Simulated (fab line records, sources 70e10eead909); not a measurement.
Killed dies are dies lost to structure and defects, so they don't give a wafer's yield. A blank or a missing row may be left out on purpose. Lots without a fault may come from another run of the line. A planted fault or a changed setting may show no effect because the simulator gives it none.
Chamber matching | flow nand_harc | NHARC_A_WL_FILL_CMP_12 on cmp-01: 4 sister chambers
The step polishes, t overpolish 30 s, target thk 100 nm. 4 wafers are shown with their chamber, then 12 later ones without.

WAFERS WITH THEIR CHAMBER
wafer  | chamber | motor_current_A (A)
L091.1 | 1       | 11.1
L091.2 | 2       | 12.7
L089.1 | 3       | 12.8
L089.5 | 0       | 12.5

WAFERS WITHOUT THEIR CHAMBER
wafer  | motor_current_A (A)
L094.1 | 12.0
L094.2 | 11.7
L094.3 | 12.9
L094.4 | 11.2
L094.5 | 12.2
L094.6 | 11.1
L096.2 | 12.5
L096.5 | 13.3
L096.6 | 11.0
L097.2 | 12.4
L097.3 | 12.4
L097.5 | 12.4

WHICH CHAMBER EACH WENT THROUGH
wafer  | from the rows above               | in truth
L094.1 | can't be placed: 0 or 2 or 3 or 1 | 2
L094.2 | can't be placed: 1 or 0 or 2 or 3 | 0
L094.3 | can't be placed: 3 or 2 or 0      | 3
L094.4 | 1                                 | 1
L094.5 | can't be placed: 0 or 2 or 3      | 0
L094.6 | 1                                 | 1
L096.2 | can't be placed: 0 or 2 or 3      | 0
L096.5 | can't be placed: 3 or 2 or 0      | 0
L096.6 | 1                                 | 1
L097.2 | can't be placed: 0 or 2 or 3      | 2
L097.3 | can't be placed: 0 or 2 or 3      | 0
L097.5 | can't be placed: 0 or 2 or 3      | 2
Placed correctly: 3 of 12. Can't be placed from these rows: 9 (the true chamber is among the candidates in 9). Placed wrongly: 0.
How it was worked out, from the rows above alone: a wafer's distance from a chamber is the root of the sum, over the readings, of the square of ((its reading less the chamber's mean) divided by the reading's scatter). The wafer belongs to the nearest chamber; if the next one is less than 2 further off, it can't be placed. A chamber's mean is the mean of its shown wafers. The scatter: with one shown wafer a chamber, the root of the mean of the squares of how far each hidden wafer lies from its nearest shown one.
